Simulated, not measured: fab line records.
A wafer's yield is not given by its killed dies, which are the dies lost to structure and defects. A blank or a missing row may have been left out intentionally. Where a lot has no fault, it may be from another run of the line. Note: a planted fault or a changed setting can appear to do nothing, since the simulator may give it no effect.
Chamber matching | flow n5-finfet | rie-diel-05 running N5_FIN_CUT_ETCH_30: 4 sister chambers
The step etches underlayer in N2/H2, target depth 13 nm, time 10.4 s. 14 wafers are shown with their chamber, then 7 later ones without.

== WAFERS PAIRED WITH THEIR CHAMBERS ==
wafer  | chamber | drypump-motor-current-A (A) | throttle-valve-pct (%) | showerhead-plenum-p-Torr (Torr)
L697.2 | 2       | 5.70                        | 17.96                  | 2.62
L697.4 | 1       | 5.44                        | 17.75                  | 2.51
L697.5 | 0       | 5.06                        | 18.27                  | 2.65
L698.1 | 3       | 5.32                        | 17.92                  | 2.55
L698.4 | 0       | 5.01                        | 18.25                  | 2.65
L698.5 | 1       | 5.45                        | 17.73                  | 2.51
L699.3 | 3       | 5.32                        | 17.93                  | 2.55
L699.5 | 1       | 5.47                        | 17.74                  | 2.50
L699.6 | 2       | 5.71                        | 17.96                  | 2.62
L701.2 | 0       | 5.03                        | 18.28                  | 2.64
L701.3 | 3       | 5.33                        | 17.90                  | 2.55
L701.6 | 2       | 5.69                        | 17.97                  | 2.62
L707.1 | 3       | 5.32                        | 17.96                  | 2.54
L707.3 | 3       | 5.31                        | 17.93                  | 2.54

SIGNATURES (averages over the wafers above)
reading                  | chamber 0 | chamber 1 | chamber 2 | chamber 3 | scatter within a chamber
drypump-motor-current-A  | 5.0333    | 5.4533    | 5.7000    | 5.3200    | 0.0146
throttle-valve-pct       | 18.2667   | 17.7400   | 17.9633   | 17.9280   | 0.0162
showerhead-plenum-p-Torr | 2.6467    | 2.5067    | 2.6200    | 2.5460    | 0.00503
Rule: for each reading, subtract the chamber's mean from the wafer's reading, divide by that reading's scatter and square the result; add these up over the readings and take the root, which gives the wafer's distance from the chamber. The wafer belongs to the nearest chamber; if the next one is less than 2 further off, it can't be placed. How the scatter is found: for the shown wafers, subtract from each reading the mean of its chamber, square and add these, divide the total by (wafers less chambers), then take the root.

== WAFERS MISSING THEIR CHAMBER ==
wafer  | drypump-motor-current-A (A) | throttle-valve-pct (%) | showerhead-plenum-p-Torr (Torr)
L707.6 | 5.70                        | 18.01                  | 2.61
L715.1 | 5.34                        | 17.98                  | 2.54
L715.3 | 5.67                        | 18.02                  | 2.61
L715.5 | 5.68                        | 18.00                  | 2.61
L719.3 | 5.47                        | 17.39                  | 2.49
L719.5 | 5.31                        | 17.97                  | 2.53
L719.6 | 5.04                        | 18.33                  | 2.63

== THE CHAMBER EACH PASSED THROUGH ==
wafer  | from the rows above | in truth
L707.6 | 2                   | 2
L715.1 | 3                   | 3
L715.3 | 2                   | 2
L715.5 | 2                   | 2
L719.3 | 1                   | 1
L719.5 | 3                   | 3
L719.6 | 0                   | 0
Correctly placed: 7 of 7. Left unplaced by these rows: 0. Wrongly placed: 0.
